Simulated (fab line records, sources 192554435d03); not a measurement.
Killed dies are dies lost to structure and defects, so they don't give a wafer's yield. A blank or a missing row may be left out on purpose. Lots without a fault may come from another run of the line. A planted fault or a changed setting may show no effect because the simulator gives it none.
A struck lot beside a sound one | flow n5_finfet | 15 steps out of a route of 1938
Sound: wafers L499.2, L499.3, L499.5. Struck: wafer L505.1. (L505.3 of the same lot was not struck and is left out.) The cause comes at the end.
At each step with rows: each side's tool, then ch and its chambers, then its first start. Under that, the readings that differ: sound wafers | struck wafers | difference of the means | sigmas: that difference in standard deviations of wafers without a fault.
alike: readings whose means differ by less than 2 such deviations, and words and numbers that are the same on both sides. not compared: withheld readings, readings that some wafer has no value for, bounds like >300 that may hide the same value, and numbers for which the record gives no deviation and whose values overlap.
The two part at a step that has a row with sigmas, a row that says differs or no value, or rows on one side only. Numbers that don't overlap but have no deviation are shown without sigmas and don't part them. A reading that every wafer of one side lacks parts them only if that side has two wafers or more.

first, 1 step without rows for these wafers: N5_BEOL_M7_CURE_75 (cures SiCOH lowk, time 120 s).
N5_BEOL_M7_DEGAS_44: time 60 s.
  sound on pvd_sputter-02, day 9 23:14; struck on pvd_sputter-03, day 11 16:08
  alike: heater_power_w
then, 2 steps without rows for these wafers: N5_BEOL_M7_PRE_CLEAN_45 (time 30 s); N5_BEOL_M7_ALD_77 (deposits TaN, target thk 2 nm, pulse time 2 s, purge time 3 s).
N5_BEOL_M7_SURFACE_TREAT_79:
  sound on pvd_sputter-02, day 9 23:38; struck on pvd_sputter-01, day 11 16:32
  not compared: pressure_mtorr, throttle_valve_pct
then, 1 step without rows for these wafers: N5_BEOL_M7_CVD_78 (deposits Co from CCTBA/H2, target thk 2 nm, time 142.3 s).
N5_BEOL_M7_SPUTTER_48: material Cu, target thk 10 nm, time 1.667 s.
  sound on pvd_sputter-03, day 10 00:01; struck on pvd_sputter-01, day 11 16:49
  alike: cathode_dc_power_W, chuck_sensor_temp_C, throttle_valve_pct
then, 1 step without rows for these wafers: N5_BEOL_M7_ECD_50 (material Cu, target thk 300 nm).
N5_BEOL_M7_ANNEAL_51: time 90 s.
  sound on rtp_anneal-02 ch 0, day 10 00:16; struck on rtp_anneal-01 ch 0, day 11 17:14
  alike: anneal_temp_c, wafer_temp_C_max
N5_BEOL_M7_CMP_52: polishes, stops on SiCOH lowk, t overpolish 6.9 s, target thk 80 nm.
  sound on cmp-02 ch 1,2,3, day 10 00:31; struck on cmp-04 ch 3, day 11 17:34
  reading                      | sound          | struck | difference | sigmas
  barrier_field_endpoint_s (s) | 29.8 28.4 29.5 | 27.4   | -1.8       | -2
  alike: motor_current_A, overpolish_run_s, retaining_ring_pressure_frac, slurry_filter_dp_kPa, slurry_flow_ml_min, time_to_endpoint_s
N5_BEOL_M7_THK_MEAS_53: measures by xrf.
  sound on film_metro-02, day 10 00:49; struck on film_metro-01, day 11 17:49
  alike: M7_THK
then, 1 step without rows for these wafers: N5_BEOL_M7_PRE_CLEAN_55 (time 15 s).
N5_BEOL_M7_DEP_56: deposits SiCN from 3MS/NH3, target thk 10 nm, time 17.5 s.
  sound on pecvd-03 ch 0,1,2, day 10 00:52; struck on pecvd-03 ch 0, day 11 17:53
  reading                                  | sound       | struck | difference | sigmas
  model.SiCN_of_BEOL_M7_DEP_56.thk_nm (nm) | 9.6 9.8 9.8 | 9.2    | -0.5       |
  alike: showerhead_plenum_p_Torr, throttle_valve_pct
N5_BEOL_M7_RS_MEAS_57: measures by four-point-probe.
  sound on film_metro-01, day 10 00:56; struck on film_metro-01, day 11 17:58
  alike: M7_RS
N5_PASSIVATION_PROBE_49:
  the record has rows for the sound wafers here (prober-01, day 13 06:47) and none for the struck ones

WHERE THEY PART
First at N5_BEOL_M7_CMP_52; last, within this record, at N5_PASSIVATION_PROBE_49.

WHY: what the simulator had put in
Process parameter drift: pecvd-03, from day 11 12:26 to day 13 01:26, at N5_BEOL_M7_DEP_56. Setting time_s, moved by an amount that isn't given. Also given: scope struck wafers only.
